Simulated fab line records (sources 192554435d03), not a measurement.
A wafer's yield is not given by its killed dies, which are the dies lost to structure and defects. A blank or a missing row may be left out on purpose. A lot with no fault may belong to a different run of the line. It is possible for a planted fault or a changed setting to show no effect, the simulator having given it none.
Which tool was responsible?    flow n5Finfet    24 wafers from 8 lots sampled at 8 of the route's 1938 steps

## WHAT THE GAUGES SHOWED, per wafer
N5_BEOL_M3_INSPECT_13: inspects for defects (brightfield). Usual: rawDefectCount reads 480 (standard deviation 100).
lot   measured      on                rawDefectCount  flag
L259  day 7 18:11   defectInspect-01  534 433 481     
L262  day 8 03:23   defectInspect-02  454 392 505     
L263  day 8 08:11   defectInspect-02  744 572 500     
L269  day 10 04:41  defectInspect-02  345 475 409     
L272  day 10 18:25  defectInspect-01  544 646 383     
L273  day 10 18:50  defectInspect-02  515 396 381     
L274  day 10 22:01  defectInspect-02  405 498 457     
L275  day 11 20:23  defectInspect-01  405 423 337     

N5_BEOL_M3_OCD_MEAS_38. Usual: trenchDepthNm reads 55.4 nm (standard deviation 0.96).
lot   measured      on      trenchDepthNm (nm)  flag
L259  day 7 21:37   ocd-01  55.3 56.5 56.1      
L262  day 8 11:30   ocd-01  55.4 53.6 55.9      
L263  day 8 11:31   ocd-01  55.6 55.9 56.2      
L269  day 10 07:20  ocd-01  55.8 55.2 55.1      
L272  day 10 22:13  ocd-01  54.9 54.2 55.3      
L273  day 10 22:24  ocd-02  30.2 23.0 24.7      OFF
L274  day 11 03:31  ocd-01  55.5 55.6 54.8      
L275  day 12 04:34  ocd-01  55.9 57.1 57.5      

N5_BEOL_M4_RC_MEAS_101. Usual: DIBL_N 36.3 mV/V, standard deviation 1.4; DIBL_P 35.7 mV/V, standard deviation 1.5; IOFF_N 0.155 nA/um, standard deviation 0.022; IOFF_P 0.204 nA/um, standard deviation 0.027; ION_N 671 uA/um, standard deviation 9; ION_P 459 uA/um, standard deviation 6.2; SS_N 71.5 mV/dec, standard deviation 0.54; SS_P 73.1 mV/dec, standard deviation 0.56; VT_N 250.2 mV, standard deviation 2.6; VT_P -251 mV, standard deviation 3.3.
lot   measured      on         DIBL_N (mV/V)   DIBL_P (mV/V)   IOFF_N (nA/um)     IOFF_P (nA/um)     ION_N (uA/um)  ION_P (uA/um)  SS_N (mV/dec)   SS_P (mV/dec)   VT_N (mV)          VT_P (mV)       flag
L259  day 8 15:50   prober-02  37.2 35.4 34.5  36.6 34.2 32.8  0.163 0.129 0.117  0.231 0.187 0.180  675 664 659    466 461 458    71.6 70.4 70.5  73.9 73.0 72.1  247.0 253.1 252.6  -247 -248 -250  
L262  day 8 23:38   prober-02  36.2 34.4 36.4  35.2 33.4 34.8  0.150 0.129 0.161  0.229 0.214 0.235  666 670 667    468 471 461    71.1 70.6 70.9  73.1 72.0 73.4  252.7 251.9 248.3  -247 -250 -247  
L263  day 9 00:10   prober-01  37.8 35.7 36.8  37.2 35.6 37.0  0.193 0.148 0.185  0.243 0.210 0.239  674 670 691    465 464 470    71.1 70.6 71.4  74.0 73.3 73.5  246.9 250.1 247.2  -246 -248 -246  
L269  day 11 00:20  prober-01  38.0 35.7 35.8  37.9 35.1 35.1  0.180 0.140 0.141  0.227 0.175 0.172  677 677 655    463 456 449    71.9 71.7 71.4  73.6 73.2 72.9  247.7 252.3 253.1  -250 -255 -254  
L272  day 11 13:34  prober-01  36.8 36.0 35.6  34.0 33.6 33.8  0.151 0.138 0.136  0.169 0.161 0.166  666 667 671    454 451 457    71.4 71.5 71.4  72.9 72.5 73.1  248.8 253.7 252.2  -257 -254 -256  
L273  day 11 15:41  prober-02  38.7            36.4            0.170              0.212              677            462            72.5            73.1            246.9              -247            
L274  day 11 22:47  prober-01  34.9 36.1 35.9  35.8 37.2 37.0  0.145 0.155 0.153  0.190 0.208 0.198  661 665 667    450 454 455    70.1 71.3 72.1  73.0 73.4 73.4  249.7 249.4 251.5  -254 -252 -255  
L275  day 12 15:58  prober-01  38.2 39.4 39.5  37.2 38.3 38.6  0.163 0.194 0.190  0.226 0.262 0.259  675 683 674    460 467 469    71.5 71.7 72.0  73.5 74.3 74.2  251.9 246.3 247.1  -251 -248 -249  

## WHAT TOOL EACH LOT RAN ON (gives the tool, then ch and the chambers of the sampled wafers, and finally the start)
lot   N5_BEOL_M2_PRE_CLEAN_60          N5_BEOL_M2_DEP_57                N5_BEOL_M3_HM_DEP_02         N5_BEOL_M3_HM_OPEN_17             N5_BEOL_M3_ETCHBACK_99
L259  cvdCo-02 ch 0,1,2, day 7 15:19   pecvd-03 ch 0,1, day 7 15:28     pvdSputter-01, day 7 17:35   rieMetal-03 ch 0,1, day 7 18:29   rieDiel-04 ch 0,3, day 7 21:14
L262  cvdCo-02 ch 0,1,2, day 7 23:53   pecvd-01 ch 0,1,2, day 8 00:02   pvdSputter-01, day 8 02:46   rieMetal-02 ch 0,1, day 8 03:41   rieDiel-02 ch 1,2,3, day 8 11:06
L263  cvdCo-02 ch 0,1, day 8 06:48     pecvd-02 ch 0,1, day 8 06:58     pvdSputter-03, day 8 07:35   rieMetal-02 ch 0,1, day 8 08:28   rieDiel-04 ch 0,3, day 8 11:06
L269  cvdCo-02 ch 0,1,2, day 10 03:09  pecvd-02 ch 0,1, day 10 03:19    pvdSputter-03, day 10 04:05  rieMetal-02 ch 0,1, day 10 05:00  rieDiel-02 ch 0,2, day 10 06:56
L272  cvdCo-02 ch 0,1,2, day 10 15:55  pecvd-01 ch 0,1,2, day 10 16:04  pvdSputter-03, day 10 17:47  rieMetal-03 ch 0,1, day 10 18:43  rieDiel-02 ch 0,1,2, day 10 21:50
L273  cvdCo-01 ch 1,2, day 10 17:10    pecvd-01 ch 0,1,2, day 10 17:20  pvdSputter-03, day 10 18:22  rieMetal-02 ch 0,1, day 10 19:07  rieDiel-06 ch 0,2, day 10 22:01
L274  cvdCo-02 ch 0,2, day 10 18:22    pecvd-01 ch 0,1,2, day 10 18:31  pvdSputter-02, day 10 21:32  rieMetal-01 ch 0,1, day 10 22:26  rieDiel-06 ch 2,3, day 11 03:08
L275  cvdCo-01 ch 0,1,2, day 11 18:41  pecvd-03 ch 0,1,2, day 11 18:50  pvdSputter-01, day 11 19:47  rieMetal-03 ch 0,1, day 11 20:41  rieDiel-04 ch 1,2,3, day 12 04:11
- N5_BEOL_M2_PRE_CLEAN_60: time 15 s.
- N5_BEOL_M2_DEP_57: deposits SiCN from 3MS/NH3, target thk 8 nm, time 14 s.
- N5_BEOL_M3_HM_DEP_02: deposits TiN, target thk 20 nm.
- N5_BEOL_M3_HM_OPEN_17: chemistry Cl2/BCl3, target TiN, target depth 20 nm, overetch 6 nm.
- N5_BEOL_M3_ETCHBACK_99: etches SiO2 in CHF3, target depth 5 nm, time 10.4 s.

## WHAT THE TOOLS THEMSELVES READ (means of the sampled wafers that have a number; where no wafer has one, the mark that the record gives instead)
N5_BEOL_M2_PRE_CLEAN_60. Usual: heaterPowerOuterW 12 W, standard deviation 5.5; heaterPowerW 77 W, standard deviation 10.
lot   tool      heaterPowerOuterW (W)  heaterPowerW (W)  flag
L259  cvdCo-02  10                     78                
L262  cvdCo-02  10                     78                
L263  cvdCo-02  9                      80                
L269  cvdCo-02  10                     78                
L272  cvdCo-02  10                     79                
L273  cvdCo-01  10                     70                
L274  cvdCo-02  9                      74                
L275  cvdCo-01  14                     77                

N5_BEOL_M2_DEP_57. Usual: showerheadPlenumPTorr 3.658 Torr, standard deviation 0.023; throttleValvePct 9.0 %, standard deviation 0.49.
lot   tool      showerheadPlenumPTorr (Torr)  throttleValvePct (%)  flag
L259  pecvd-03  3.659                         8.8                   
L262  pecvd-01  3.658                         9.0                   
L263  pecvd-02  3.653                         8.9                   
L269  pecvd-02  3.656                         8.7                   
L272  pecvd-01  3.652                         9.2                   
L273  pecvd-01  3.660                         9.4                   
L274  pecvd-01  3.650                         9.1                   
L275  pecvd-03  3.671                         8.7                   

N5_BEOL_M3_HM_DEP_02. Usual: substrateTempC 25.01 C, standard deviation 0.11; throttleValvePct 30.5 %, standard deviation 0.79.
lot   tool           substrateTempC (C)  throttleValvePct (%)  flag
L259  pvdSputter-01  25.06               30.1                  
L262  pvdSputter-01  24.99               30.0                  
L263  pvdSputter-03  25.01               30.7                  
L269  pvdSputter-03  25.12               30.9                  
L272  pvdSputter-03  25.10               31.2                  
L273  pvdSputter-03  24.99               31.2                  
L274  pvdSputter-02  24.92               30.4                  
L275  pvdSputter-01  24.99               29.9                  

N5_BEOL_M3_HM_OPEN_17. Usual: drypumpMotorCurrentA 5.8 A, standard deviation 0.42; oesProductAu 0.66 a.u., standard deviation 0.064; throttleValvePct 22.03 %, standard deviation 0.096.
lot   tool         drypumpMotorCurrentA (A)  oesProductAu (a.u.)  throttleValvePct (%)  flag
L259  rieMetal-03  5.4                       0.70                 22.02                 
L262  rieMetal-02  5.6                       0.66                 22.06                 
L263  rieMetal-02  5.6                       0.66                 22.06                 
L269  rieMetal-02  5.6                       0.65                 22.06                 
L272  rieMetal-03  5.5                       0.63                 22.03                 
L273  rieMetal-02  5.8                       0.81                 21.77                 
L274  rieMetal-01  6.1                       0.65                 21.99                 
L275  rieMetal-03  5.5                       0.63                 22.06                 

N5_BEOL_M3_ETCHBACK_99. Usual: drypumpMotorCurrentA 5.80 A, standard deviation 0.28; oesProductAu 0.76 a.u., standard deviation 0.078; rfVppV 241.2 V, standard deviation 1.9; showerheadPlenumPTorr 2.15 Torr, standard deviation 0.062; throttleValvePct 17.21 %, standard deviation 0.25.
lot   tool        drypumpMotorCurrentA (A)  oesProductAu (a.u.)  rfVppV (V)  showerheadPlenumPTorr (Torr)  throttleValvePct (%)  flag
L259  rieDiel-04  5.59                      0.75                 240.4       2.16                          17.33                 
L262  rieDiel-02  5.61                      0.72                 241.1       2.13                          17.19                 
L263  rieDiel-04  5.71                      0.75                 240.1       2.20                          17.34                 
L269  rieDiel-02  5.58                      0.76                 239.7       2.09                          17.05                 
L272  rieDiel-02  5.77                      0.73                 240.7       2.11                          17.22                 
L273  rieDiel-06  5.80                      0.47                 243.6       2.22                          17.32                 OFF
L274  rieDiel-06  6.01                      0.76                 242.8       2.13                          17.23                 
L275  rieDiel-04  5.82                      0.83                 240.9       2.17                          16.99                 

## THE ANSWER, worked out from the rows above alone
Rule: a lot counts as off when the mean over its wafers that have a number is more than 3 standard deviations away from the usual mean. Also off: a lot with no number at a reading for which 4 or more lots have one. All remaining lots with rows at the step are treated as sound. Order of review: gauges by route order, followed by the tools' own readings, for which a lot's mean as printed above is used. The first step at which some lot is off is used, and at that step the reading that is off furthest; a lot without a number counts as furthest.
Off: L273, at N5_BEOL_M3_OCD_MEAS_38 (trenchDepthNm).
A tool fits if, at a process step before that reading, it ran every lot that is off, and no sound lot after the first of them. Not tried: the gauges at N5_BEOL_M3_OCD_MEAS_38; whatever is off there is also off at N5_BEOL_M3_ETCHBACK_99, on other tools, and gauge error can't account for it. 2 tools fit, pvdSputter-03 at N5_BEOL_M3_HM_DEP_02 and rieMetal-02 at N5_BEOL_M3_HM_OPEN_17, so this cannot tell which one it is.

## WHAT THE SIMULATOR HAD PUT IN
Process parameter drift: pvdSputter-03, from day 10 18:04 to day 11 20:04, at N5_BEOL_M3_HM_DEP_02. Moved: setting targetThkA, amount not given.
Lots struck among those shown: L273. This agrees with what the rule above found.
